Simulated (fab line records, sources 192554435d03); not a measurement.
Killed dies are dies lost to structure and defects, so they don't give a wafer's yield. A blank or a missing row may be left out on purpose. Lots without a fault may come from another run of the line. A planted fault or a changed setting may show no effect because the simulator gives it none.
Split-lot experiment | flow n5_finfet | 7 lots, 39 wafers read, on a route of 1938 steps

THE SPLIT
At N5_FIN_SAQP_ETCH_52 (etches SOC in N2/H2, target depth 100 nm, overetch 20 nm, time 150 s), the setting source_w was moved away from the recipe's 840 W on 12 of the 39 wafers read, by -17.5% to +13.9%. The other wafers ran this setting at the recipe's value.

The reading is taken at the split's own step.

THE READING
rf_vpp_V, in V, at N5_FIN_SAQP_ETCH_52 (etches SOC in N2/H2, target depth 100 nm, overetch 20 nm, time 150 s). Fault-free wafers of this fab line usually give 524.1 V, standard deviation 2.5 V.

wafer  | tool, chamber at the split | source_w as run, W | against the recipe | rf_vpp_V, V | against lot-mates on the recipe
L074.1 | rie_diel-02, 2             | 957                | +13.9%             | 500.0       | -24.7
L074.2 | rie_diel-02, 1             | 840                | recipe             | 520.7       | -
L074.3 | rie_diel-02, 0             | 840                | recipe             | 525.0       | -
L074.4 | rie_diel-02, 3             | 840                | recipe             | 528.3       | -
L074.5 | rie_diel-02, 3             | 957                | +13.9%             | 505.7       | -19.0
L074.6 | rie_diel-02, 0             | 957                | +13.9%             | 503.6       | -21.1
L078.1 | rie_diel-04, 2             | 693.4              | -17.5%             | 557.9       | +33.6
L078.2 | rie_diel-04, 0             | 693.4              | -17.5%             | 553.2       | +28.9
L078.3 | rie_diel-04, 1             | 840                | recipe             | 527.7       | -
L078.4 | rie_diel-04, 3             | 840                | recipe             | 522.3       | -
L078.5 | rie_diel-04, 1             | 693.4              | -17.5%             | 561.0       | +36.7
L078.6 | rie_diel-04, 2             | 840                | recipe             | 523.0       | -
L079.1 | rie_diel-03, 1             | 840                | recipe             | 525.4       | -
L079.2 | rie_diel-03, 2             | 936                | +11.4%             | 504.4       | -20.0
L079.3 | rie_diel-03, 0             | 840                | recipe             | 521.7       | -
L079.4 | rie_diel-03, 3             | 936                | +11.4%             | 507.2       | -17.2
L079.5 | rie_diel-03, 2             | 936                | +11.4%             | 503.3       | -21.1
L079.6 | rie_diel-03, 3             | 840                | recipe             | 526.0       | -
L081.1 | rie_diel-03, 1             | 840                | recipe             | 526.0       | -
L081.2 | rie_diel-03, 3             | 840                | recipe             | 525.7       | -
L081.3 | rie_diel-03, 2             | 840                | recipe             | 521.8       | -
L081.4 | rie_diel-03, 2             | 840                | recipe             | 523.3       | -
L081.5 | rie_diel-03, 1             | 840                | recipe             | 525.3       | -
L081.6 | rie_diel-03, 3             | 840                | recipe             | 526.8       | -
L088.1 | rie_diel-02, 3             | 719.9              | -14.3%             | 555.7       | +34.6
L088.2 | rie_diel-02, 0             | 719.9              | -14.3%             | 552.8       | +31.7
L088.3 | rie_diel-02, 1             | 719.9              | -14.3%             | 545.4       | +24.3
L088.4 | rie_diel-02, 2             | 840                | recipe             | 522.4       | -
L088.5 | rie_diel-02, 2             | 840                | recipe             | 520.2       | -
L088.6 | rie_diel-02, 1             | 840                | recipe             | 520.6       | -
L094.3 | rie_diel-02, 2             | 840                | recipe             | 520.3       | -
L094.4 | rie_diel-02, 1             | 840                | recipe             | 520.4       | -
L094.5 | rie_diel-02, 3             | 840                | recipe             | 527.5       | -
L095.1 | rie_diel-04, 0             | 840                | recipe             | 528.1       | -
L095.2 | rie_diel-04, 1             | 840                | recipe             | 528.2       | -
L095.3 | rie_diel-04, 3             | 840                | recipe             | 521.9       | -
L095.4 | rie_diel-04, 2             | 840                | recipe             | 523.6       | -
L095.5 | rie_diel-04, 1             | 840                | recipe             | 526.6       | -
L095.6 | rie_diel-04, 0             | 840                | recipe             | 528.2       | -

THE FIT
A straight line over all 39 wafers: rf_vpp_V changes by -1.77 V for each +1% of source_w; r = -0.98; the points scatter about the line by 3.1 V.
The same after taking each lot's own level away (the mean of its wafers on the recipe; 39 wafers): -1.83 V for each +1%; r = -0.98; scatter 3 V.
On that fit, the largest move of source_w shifts the reading by 32 V.
The lots' own levels span 521.07 to 526.10 V, that is 2.0 times the standard deviation above.
So the lot-to-lot level changes the slope little: the two slopes agree.
Check: with one of the wafers moved furthest among these (-17.5%) left out of the fit, the line predicts +32.6 V for it against its lot-mates. It came out at +33.6 V against them.
Tool readings at the split's step, against how far the setting was moved: rf_vpp_V r = -0.98.

OTHER SPLITS ON THESE WAFERS
These wafers also went through other splits before the reading. Each is held against what the fit with the lots' levels taken away leaves over:
other split on the same wafers | wafers away from the commonest value | r with rf_vpp_V (lot level and that fit taken away)
N5_FIN_SAQP_HM_DEP_03 time_s   | 9                                    | -0.35

THE FILE'S OWN FIT
rf_vpp_V changes by -1.84 V for each +1% of source_w, r = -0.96.
